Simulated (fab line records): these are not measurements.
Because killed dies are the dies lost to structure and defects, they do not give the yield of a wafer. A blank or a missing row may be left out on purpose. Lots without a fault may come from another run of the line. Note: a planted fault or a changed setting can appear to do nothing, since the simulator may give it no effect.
Matching of chambers / flow nand harc / 4 sister chambers for NHARC_A_CONTACT_DESCUM_47 on rie diel-08
The step chemistry O2, time 3 s. 16 wafers are shown with their chamber, then 8 later ones without.

## WAFERS WITH THEIR CHAMBER
wafer=L077.1; chamber=0; showerhead plenum p Torr (Torr)=1.84; rf vpp V (V)=57.8; oes product au (a.u.)=1.005
wafer=L077.2; chamber=1; showerhead plenum p Torr (Torr)=1.77; rf vpp V (V)=56.3; oes product au (a.u.)=1.014
wafer=L077.4; chamber=1; showerhead plenum p Torr (Torr)=1.77; rf vpp V (V)=57.6; oes product au (a.u.)=1.005
wafer=L079.1; chamber=3; showerhead plenum p Torr (Torr)=1.79; rf vpp V (V)=58.8; oes product au (a.u.)=0.998
wafer=L079.2; chamber=1; showerhead plenum p Torr (Torr)=1.77; rf vpp V (V)=55.9; oes product au (a.u.)=0.999
wafer=L079.6; chamber=1; showerhead plenum p Torr (Torr)=1.77; rf vpp V (V)=57.1; oes product au (a.u.)=0.999
wafer=L084.1; chamber=0; showerhead plenum p Torr (Torr)=1.83; rf vpp V (V)=57.6; oes product au (a.u.)=1.006
wafer=L084.2; chamber=2; showerhead plenum p Torr (Torr)=2.07; rf vpp V (V)=58.4; oes product au (a.u.)=0.996
wafer=L084.6; chamber=2; showerhead plenum p Torr (Torr)=2.07; rf vpp V (V)=59.2; oes product au (a.u.)=0.993
wafer=L083.1; chamber=0; showerhead plenum p Torr (Torr)=1.83; rf vpp V (V)=57.5; oes product au (a.u.)=1.008
wafer=L083.2; chamber=2; showerhead plenum p Torr (Torr)=2.07; rf vpp V (V)=59.5; oes product au (a.u.)=0.998
wafer=L083.5; chamber=2; showerhead plenum p Torr (Torr)=2.07; rf vpp V (V)=58.8; oes product au (a.u.)=1.000
wafer=L085.1; chamber=1; showerhead plenum p Torr (Torr)=2.07; rf vpp V (V)=58.9; oes product au (a.u.)=1.004
wafer=L085.2; chamber=0; showerhead plenum p Torr (Torr)=1.83; rf vpp V (V)=57.2; oes product au (a.u.)=0.995
wafer=L085.5; chamber=3; showerhead plenum p Torr (Torr)=1.78; rf vpp V (V)=57.4; oes product au (a.u.)=0.995
wafer=L090.1; chamber=2; showerhead plenum p Torr (Torr)=2.07; rf vpp V (V)=58.8; oes product au (a.u.)=0.987

SIGNATURES, as means of the wafers listed above
reading=showerhead plenum p Torr; chamber 0=1.8325; chamber 1=1.8300; chamber 2=2.0700; chamber 3=1.7850; scatter within a chamber=0.0775
reading=rf vpp V; chamber 0=57.525; chamber 1=57.160; chamber 2=58.940; chamber 3=58.100; scatter within a chamber=0.787
reading=oes product au; chamber 0=1.00350; chamber 1=1.00420; chamber 2=0.99480; chamber 3=0.99650; scatter within a chamber=0.00547
Rule: distance of a wafer from a chamber = root of the sum over the readings of ((wafer's reading minus chamber's mean) / reading's scatter) squared. If the next closest chamber is less than 2 further off than the closest, the wafer can't be placed; otherwise it belongs to the closest. How the scatter is found: for the shown wafers, subtract from each reading the mean of its chamber, square and add these, divide the total by (wafers less chambers), then take the root.

## WAFERS MISSING THEIR CHAMBER
wafer=L090.2; showerhead plenum p Torr (Torr)=1.77; rf vpp V (V)=58.0; oes product au (a.u.)=0.981
wafer=L090.3; showerhead plenum p Torr (Torr)=1.82; rf vpp V (V)=57.7; oes product au (a.u.)=0.996
wafer=L090.4; showerhead plenum p Torr (Torr)=2.06; rf vpp V (V)=58.6; oes product au (a.u.)=0.985
wafer=L090.5; showerhead plenum p Torr (Torr)=1.82; rf vpp V (V)=58.1; oes product au (a.u.)=0.991
wafer=L090.6; showerhead plenum p Torr (Torr)=2.06; rf vpp V (V)=59.4; oes product au (a.u.)=0.992
wafer=L092.3; showerhead plenum p Torr (Torr)=2.06; rf vpp V (V)=58.1; oes product au (a.u.)=0.997
wafer=L092.4; showerhead plenum p Torr (Torr)=1.82; rf vpp V (V)=58.8; oes product au (a.u.)=0.992
wafer=L092.6; showerhead plenum p Torr (Torr)=2.06; rf vpp V (V)=58.8; oes product au (a.u.)=0.992

## EACH ONE'S CHAMBER
wafer=L090.2; from the rows above=can't be placed: 3 or 0 or 1 or 2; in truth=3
wafer=L090.3; from the rows above=can't be placed: 3 or 0 or 1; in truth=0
wafer=L090.4; from the rows above=2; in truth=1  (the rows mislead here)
wafer=L090.5; from the rows above=can't be placed: 3 or 0 or 1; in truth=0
wafer=L090.6; from the rows above=2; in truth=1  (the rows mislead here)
wafer=L092.3; from the rows above=2; in truth=2
wafer=L092.4; from the rows above=can't be placed: 3 or 0 or 1 or 2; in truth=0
wafer=L092.6; from the rows above=2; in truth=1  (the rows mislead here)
1 of 8 placed correctly. Can't be placed from these rows: 4 (the true chamber is among the candidates in 4). Placed wrongly: 3.
